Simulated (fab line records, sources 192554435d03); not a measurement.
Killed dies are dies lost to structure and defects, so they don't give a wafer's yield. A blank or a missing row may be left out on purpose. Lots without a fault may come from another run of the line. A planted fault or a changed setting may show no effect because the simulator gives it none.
Problem report in the 8D (eight disciplines) form, filled by code | flow n5_finfet | the parts of the form that need people (team, actions taken, sign-off) are left out

1. THE PROBLEM
M7_THK at N5_BEOL_M7_THK_MEAS_53 reads a mean of 195.8 nm on 4 wafers of 2 lots; wafers without a fault read 81.5 nm with a standard deviation of 2.2. That is +52 standard deviations from the usual mean.
The step: measures by xrf.
First seen on wafer L833.1, day 13 21:04, on film_metro-01. The record holds 12 wafers of 4 lots with a number at this step. Rule for "out", or "out of limits": more than 4 standard deviations from the usual mean. The other wafers with a number count as sound.

2. WHAT IT IS AND WHAT IT IS NOT
question                    | is                             | is not
which readings at this step | M7_THK                         | -
which lots                  | L833, L836                     | L828, L837
which wafers of those lots  | L833.1, L833.6, L836.1, L836.6 | L833.2, L836.5
read on which gauges        | film_metro-01, film_metro-02   | -
when                        | from day 13 21:04              | up to then (4 sound wafers); but 4 sound wafers of L836, L837 came after

3. SUSPECTS, AND WHAT RULES EACH OUT
Counting: a tool at a process step up to the reading stays a suspect if it ran every lot that is out. Sound lots after the first of them don't rule it out here, since some wafers of a struck lot are sound.
- the gauge at N5_BEOL_M7_THK_MEAS_53: ruled out. The wafers that are out were read on 2 gauges (film_metro-01, film_metro-02).
- cmp-03 at N5_BEOL_M7_CMP_52 (polishes, stops on SiCOH lowk, t overpolish 6.9 s, target thk 80 nm): kept. It ran every lot that is out, first L833 (day 13 20:49); its last sound lot up to then is L828 (day 12 03:41). Its own readings are out on those wafers: barrier_field_endpoint_s, overpolish_run_s, time_to_endpoint_s.
- Within cmp-03 at N5_BEOL_M7_CMP_52: the wafers that are out ran in chambers 0, 1, 3; their sound lot-mates ran in chamber 2.
Left after counting: cmp-03 at N5_BEOL_M7_CMP_52.

4. THE CAUSE (what the simulator had put in)
Process parameter drift: cmp-03, from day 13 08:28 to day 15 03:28, at N5_BEOL_M7_CMP_52. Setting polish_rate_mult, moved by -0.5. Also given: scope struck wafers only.
Counting left only this tool.

5. THE CHAIN OF EFFECTS, in route order
Each row: a reading whose mean over the struck wafers that have a number lies more than 3 standard deviations from the usual. Only readings for which the record gives a usual standard deviation are gone through. hours: the time from each lot's start at the first step in this table that gives one to its start at this step, as a median over the lots. sigmas: the change in usual standard deviations.
hours | step                    | reading                  | usual   | on struck wafers | change | sigmas
0     | N5_BEOL_M7_CMP_52       | barrier_field_endpoint_s | 29.4 s  | 46.9             | +17.5  | +21
0     | N5_BEOL_M7_CMP_52       | overpolish_run_s         | 6.899 s | 0.039            | -6.860 | -99 or more
0     | N5_BEOL_M7_CMP_52       | time_to_endpoint_s       | 63 s    | 81               | +18    | +5.0
0     | N5_BEOL_M7_THK_MEAS_53  | M7_THK                   | 81.5 nm | 195.8            | +114.3 | +52
0     | N5_BEOL_M7_INSPECT_58   | raw_defect_count         | 71      | 1193             | +1122  | +42
73    | N5_PASSIVATION_PROBE_49 | defect_limited_yield     | 91.0 %  | 0.0              | -91.0  | -61
73    | N5_PASSIVATION_PROBE_49 | killed_at_M4_up          | 14      | 1088             | +1074  | +99 or more
73    | N5_PASSIVATION_PROBE_49 | killed_dies              | 106     | 1180             | +1074  | +60
73    | N5_PASSIVATION_PROBE_49 | killed_on_rim            | 14      | 152              | +138   | +33
73    | N5_PASSIVATION_PROBE_49 | sort_n_pass              | 1074    | 0                | -1074  | -60
The process steps in it:
- N5_BEOL_M7_CMP_52: polishes, stops on SiCOH lowk, t overpolish 6.9 s, target thk 80 nm.
- N5_PASSIVATION_PROBE_49

6. WHAT WOULD HAVE CAUGHT IT SOONER
In this record the first reading out of limits at a measuring or inspecting step was taken at day 13 21:04, 13 hours after the fault began at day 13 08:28.
The tool's own readings at N5_BEOL_M7_CMP_52 were out on every struck wafer that the step has a row for (barrier_field_endpoint_s, overpolish_run_s, time_to_endpoint_s): an alarm limit on them would have fired on the first of those.
Of the lots that are out (2), L836 began N5_BEOL_M7_CMP_52 on cmp-03 after day 13 21:04. A hold on the tool at that time would have spared it.
